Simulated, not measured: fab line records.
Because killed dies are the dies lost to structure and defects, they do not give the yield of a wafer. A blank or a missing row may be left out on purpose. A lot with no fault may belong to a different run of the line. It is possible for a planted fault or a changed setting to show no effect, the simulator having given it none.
Split-lot experiment + flow n5 finfet + on a route of 1938 steps: 7 lots, 21 wafers read

## THE SPLIT ITSELF
At N5_BEOL_M1_ETCH_70 (etches SOC in N2/H2, target depth 80 nm, overetch 16 nm, time 120 s), the setting time s was moved away from the recipe's 120 s on 9 of the 21 wafers read, by -17.8% to +9.4%. The other wafers ran this setting at the recipe's value.

The split's own step is where the reading is taken.

## THE READING
SiARC_of_BEOL_M1_COAT_68.thk nm (the simulator's own value, which no gauge read), in nm, at N5_BEOL_M1_ETCH_70 (etches SOC in N2/H2, target depth 80 nm, overetch 16 nm, time 120 s). The file gives no usual value for it. Average 6.4 nm, standard deviation 0.12 nm, over the 12 wafers here run with the recipe.

| wafer  | tool, chamber at the split | time s as run, s | against the recipe | SiARC_of_BEOL_M1_COAT_68.thk nm, nm | against lot-mates on the recipe |
|--------|----------------------------|------------------|--------------------|-------------------------------------|---------------------------------|
| L074.1 | rie diel-02, 1,0,3         | 106.9            | -10.9%             | 7                                   | no lot-mate on the recipe       |
| L074.2 | rie diel-02, 1,0,3         | 106.9            | -10.9%             | 7                                   | no lot-mate on the recipe       |
| L074.5 | rie diel-02, 1,0,3         | 106.9            | -10.9%             | 7                                   | no lot-mate on the recipe       |
| L077.4 | rie diel-03, 2             | 131.3            | +9.4%              | 6                                   | no lot-mate on the recipe       |
| L077.5 | rie diel-03, 2             | 131.3            | +9.4%              | 6                                   | no lot-mate on the recipe       |
| L077.6 | rie diel-03, 1             | 131.3            | +9.4%              | 5.8                                 | no lot-mate on the recipe       |
| L076.3 | rie diel-02, 0             | 120              | recipe             | 6.2                                 | -                               |
| L076.4 | rie diel-02, 3,1           | 130.6            | +8.8%              | 5.8                                 | -0.4                            |
| L076.6 | rie diel-02, 3,1           | 130.6            | +8.8%              | 5.8                                 | -0.4                            |
| L078.2 | rie diel-03, 1             | 120              | recipe             | 6.2                                 | -                               |
| L078.3 | rie diel-03, 3,2           | 120              | recipe             | 6.4                                 | -                               |
| L078.6 | rie diel-03, 3,2           | 120              | recipe             | 6.4                                 | -                               |
| L086.1 | rie diel-03, 3             | 98.63            | -17.8%             | 7.4                                 | +0.9                            |
| L086.2 | rie diel-03, 2             | 120              | recipe             | 6.6                                 | -                               |
| L086.3 | rie diel-03, 0             | 120              | recipe             | 6.4                                 | -                               |
| L087.2 | rie diel-03, 1             | 120              | recipe             | 6.2                                 | -                               |
| L087.6 | rie diel-03, 1             | 120              | recipe             | 6.2                                 | -                               |
| L087.5 | rie diel-03, 0             | 120              | recipe             | 6.4                                 | -                               |
| L091.2 | rie diel-06, 0,2,1         | 120              | recipe             | 6.4                                 | -                               |
| L091.3 | rie diel-06, 0,2,1         | 120              | recipe             | 6.4                                 | -                               |
| L091.4 | rie diel-06, 0,2,1         | 120              | recipe             | 6.4                                 | -                               |
When a row names more than one chamber, that row covers several wafers, and the file does not tell which wafer ran in which chamber.

FIT RESULTS
A straight line over all 21 wafers: SiARC_of_BEOL_M1_COAT_68.thk nm changes by -0.056 nm for each +1% of time s; r = -0.97; the points scatter about the line by 0.11 nm.
The same after taking each lot's own level away (the mean of its wafers on the recipe; 15 wafers): -0.0488 nm for each +1%; r = -0.97; scatter 0.076 nm.
On that fit, the largest move of time s shifts the reading by 0.87 nm.
From 6.20 to 6.50 nm: that is the span of the lots' own levels, equal to 2.5 times the standard deviation above.
Hence the slope depends on the lot-to-lot level, as the two fits are not the same.
Check: with one of the wafers moved furthest among these (-17.8%) left out of the fit, the line predicts +0.806 nm for it against its lot-mates. It came out at +0.9 nm against them.

## THE OTHER SPLITS THESE WAFERS WENT THROUGH
Note: prior to the reading, these wafers also went through further splits. Each is held against what the fit with the lots' levels taken away leaves over:
| other split on the same wafers            | wafers away from the commonest value | r with SiARC_of_BEOL_M1_COAT_68.thk nm (lot level and that fit taken away) |
|-------------------------------------------|--------------------------------------|----------------------------------------------------------------------------|
| N5_BEOL_M0_SAQP_COAT_81 spin rpm          | 8                                    | -0.34                                                                      |
| N5_BEOL_M0_ETCH_128 source w              | 8                                    | +0.34                                                                      |
| N5_BEOL_M0_TRENCH_ETCH_107 target depth a | 7                                    | +0.00                                                                      |

## FILE'S OWN FIT
SiARC_of_BEOL_M1_COAT_68.thk nm changes by -0.0495 nm for each +1% of time s, r = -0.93.
